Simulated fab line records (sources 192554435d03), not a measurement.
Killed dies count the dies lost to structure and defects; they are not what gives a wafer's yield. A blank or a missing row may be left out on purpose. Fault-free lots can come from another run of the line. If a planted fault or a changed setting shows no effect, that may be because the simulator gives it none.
Problem report in the 8D (eight disciplines) form, filled by code :: flow n5-finfet :: the parts of the form that need people (team, actions taken, sign-off) are left out

1. WHAT WENT WRONG
Wafers without a fault read 55.5 nm, standard deviation 1; trench-depth-nm at N5_BEOL_M4_OCD_MEAS_38 reads a mean of 20.7 nm on 2 wafers belonging to 2 lots. Measured from the usual mean, that is -35 standard deviations.
Seen first at day 11 10:53 on ocd-01, wafer L431.5. Wafers with a number at this step in the record: 19, from 7 lots. Rule for "out" (also "out of limits"): further than 4 standard deviations from the usual mean. The rest of the wafers with a number are treated as sound.

2. WHAT IT IS AND WHAT IT IS NOT
question: which readings at this step
is: trench-depth-nm
is not: -

question: which lots
is: L431, L432
is not: L418, L421, L433, L437, L439

question: which wafers of those lots
is: L431.5, L432.2
is not: L431.6, L432.6

question: read on which gauges
is: ocd-01, ocd-02
is not: -

question: when
is: from day 11 10:53
is not: up to then (7 sound wafers); but 10 sound wafers of L432, L433, L437, L439 came after

3. WHAT RULES OUT EACH SUSPECT
Counting: any tool at a process step up to the reading remains a suspect provided it ran every lot that is out. Sound lots after the first of them don't rule it out here, since some wafers of a struck lot are sound.
- the gauge at N5_BEOL_M4_OCD_MEAS_38: ruled out. Those wafers that are out were read across 2 gauges (ocd-01, ocd-02).
- pvd-sputter-01 at N5_BEOL_M4_HM_DEP_02 (deposits TiN, target thk 20 nm): kept. Every lot that is out went through it, the first being L431 (day 11 08:01); the last sound lot it ran before that was L421 (day 8 17:34).
- rie-metal-03 at N5_BEOL_M4_HM_OPEN_17 (chemistry Cl2/BCl3, target TiN, target depth 20 nm, overetch 6 nm): kept. Every lot that is out went through it, the first being L431 (day 11 08:55); the last sound lot it ran before that was L418 (day 8 04:31). On those wafers its own readings are out: oes-product-au.
After counting, pvd-sputter-01 at N5_BEOL_M4_HM_DEP_02 and rie-metal-03 at N5_BEOL_M4_HM_OPEN_17 remain.

4. THE CAUSE (what the simulator had put in)
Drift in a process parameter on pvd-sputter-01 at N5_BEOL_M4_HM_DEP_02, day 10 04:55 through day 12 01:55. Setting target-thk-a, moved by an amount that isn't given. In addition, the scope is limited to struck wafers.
Of the 2 suspects that counting leaves, this tool is one.

5. THE CHAIN OF EFFECTS, in route order
Each row: a reading whose mean over the struck wafers that have a number lies more than 3 standard deviations from the usual. Scope: only readings with a usual standard deviation given in the record; hours: median across lots of the time from each lot's start at the first step in this table that gives one to its start at this step; sigmas: change in usual standard deviations.
hours: 0
step: N5_BEOL_M4_HM_OPEN_17
reading: oes-product-au
usual: 0.67 a.u.
on struck wafers: 0.93
change: +0.26
sigmas: +5.0

hours: 2
step: N5_BEOL_M4_ETCHBACK_99
reading: oes-product-au
usual: 0.82 a.u.
on struck wafers: 0.46
change: -0.35
sigmas: -4.4

hours: 3
step: N5_BEOL_M4_OCD_MEAS_38
reading: trench-depth-nm
usual: 55.5 nm
on struck wafers: 20.7
change: -34.8
sigmas: -35

hours: 113
step: N5_PASSIVATION_PROBE_49
reading: defect-limited-yield
usual: 91.2 %
on struck wafers: 33.7
change: -57.5
sigmas: -44

hours: 113
step: N5_PASSIVATION_PROBE_49
reading: killed_at_M4_up
usual: 13
on struck wafers: 700
change: +686
sigmas: +99 or more

hours: 113
step: N5_PASSIVATION_PROBE_49
reading: killed-dies
usual: 104
on struck wafers: 782
change: +678
sigmas: +42

hours: 113
step: N5_PASSIVATION_PROBE_49
reading: killed-on-rim
usual: 14
on struck wafers: 99
change: +85
sigmas: +20

hours: 113
step: N5_PASSIVATION_PROBE_49
reading: sort_bin_5_function
usual: 5.1 %
on struck wafers: 63.4
change: +58.3
sigmas: +68

hours: 113
step: N5_PASSIVATION_PROBE_49
reading: sort-n-pass
usual: 1076
on struck wafers: 398
change: -678
sigmas: -42

hours: 113
step: N5_PASSIVATION_PROBE_49
reading: sort-yield-pct
usual: 91.2 %
on struck wafers: 33.7
change: -57.5
sigmas: -44
Here are the process steps it includes:
- N5_BEOL_M4_HM_OPEN_17: chemistry Cl2/BCl3, target TiN, target depth 20 nm, overetch 6 nm.
- N5_BEOL_M4_ETCHBACK_99: etches SiO2 in CHF3, target depth 5 nm, time 10.4 s.
- N5_PASSIVATION_PROBE_49
Readings that are blank on the struck wafers while sound wafers have them: M4_THK at N5_BEOL_M4_THK_MEAS_53.

6. WHAT WOULD HAVE CAUGHT IT SOONER
Counted from the fault's start at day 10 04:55, it took 30 hours until the first out-of-limits reading at a measuring or inspecting step in this record, taken at day 11 10:53.
No tool reading at N5_BEOL_M4_HM_DEP_02 that has a usual standard deviation in the record was out on any struck wafer, so an alarm limit of 4 standard deviations on those readings would not have fired.
Lots out: 2; of these, L432 started N5_BEOL_M4_HM_DEP_02 on pvd-sputter-01 after day 11 10:53. It would have been spared by a hold on the tool at that moment.
